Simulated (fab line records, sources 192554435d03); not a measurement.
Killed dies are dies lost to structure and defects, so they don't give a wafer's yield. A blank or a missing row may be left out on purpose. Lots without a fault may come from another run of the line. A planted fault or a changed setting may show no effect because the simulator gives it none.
Chamber matching | flow n5_finfet | N5_BEOL_M12_ETCH_67 on rie_diel-06: 4 sister chambers
The step etches SiARC in CF4, target depth 143 nm, time 238.3 s. 16 wafers are shown with their chamber, then 8 later ones without.

WAFERS WITH THEIR CHAMBER
wafer  | chamber | drypump_motor_current_A (A) | showerhead_plenum_p_Torr (Torr) | throttle_valve_pct (%)
L076.2 | 3       | 5.8                         | 2.14                            | 15.92
L076.4 | 0       | 5.7                         | 2.15                            | 15.50
L076.6 | 3       | 5.8                         | 2.13                            | 15.91
L077.1 | 0       | 5.7                         | 2.15                            | 15.52
L077.2 | 1       | 6.1                         | 2.12                            | 15.76
L077.6 | 2       | 6.1                         | 2.21                            | 15.24
L082.1 | 3       | 5.7                         | 2.13                            | 15.94
L082.3 | 1       | 6.1                         | 2.12                            | 15.27
L082.5 | 1       | 6.1                         | 2.12                            | 15.28
L085.1 | 0       | 5.7                         | 2.14                            | 15.53
L085.2 | 1       | 6.1                         | 2.12                            | 15.30
L085.6 | 3       | 5.8                         | 2.13                            | 15.94
L087.1 | 2       | 6.1                         | 2.20                            | 15.31
L087.2 | 0       | 5.7                         | 2.14                            | 15.57
L087.3 | 1       | 6.1                         | 2.12                            | 15.29
L091.1 | 1       | 6.1                         | 2.11                            | 15.32

SIGNATURES (means of the wafers above)
reading                  | chamber 0 | chamber 1 | chamber 2 | chamber 3 | scatter within a chamber
drypump_motor_current_A  | 5.700     | 6.100     | 6.100     | 5.775     | 0.025
showerhead_plenum_p_Torr | 2.1450    | 2.1183    | 2.2050    | 2.1325    | 0.00507
throttle_valve_pct       | 15.5300   | 15.3700   | 15.2750   | 15.9275   | 0.126
Rule: a wafer's distance from a chamber is the root of the sum, over the readings, of the square of ((its reading less the chamber's mean) divided by the reading's scatter). The wafer belongs to the nearest chamber; if the next one is less than 2 further off, it can't be placed. The scatter: the root of (the sum of the squares of (reading less its chamber's mean) over the shown wafers, divided by (wafers less chambers)).

WAFERS WITHOUT THEIR CHAMBER
wafer  | drypump_motor_current_A (A) | showerhead_plenum_p_Torr (Torr) | throttle_valve_pct (%)
L091.2 | 6.1                         | 2.19                            | 15.32
L091.6 | 6.1                         | 2.11                            | 15.30
L095.1 | 6.1                         | 2.11                            | 15.34
L095.3 | 5.8                         | 2.12                            | 15.97
L095.6 | 6.2                         | 2.11                            | 15.33
L094.2 | 5.8                         | 2.12                            | 15.98
L094.3 | 5.7                         | 2.13                            | 15.59
L094.5 | 5.7                         | 2.13                            | 15.60

WHICH CHAMBER EACH WENT THROUGH
wafer  | from the rows above     | in truth
L091.2 | 2                       | 2
L091.6 | 1                       | 1
L095.1 | 1                       | 1
L095.3 | 3                       | 3
L095.6 | 1                       | 1
L094.2 | 3                       | 3
L094.3 | can't be placed: 0 or 3 | 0
L094.5 | can't be placed: 0 or 3 | 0
Placed correctly: 6 of 8. Can't be placed from these rows: 2 (the true chamber is among the candidates in 2). Placed wrongly: 0.
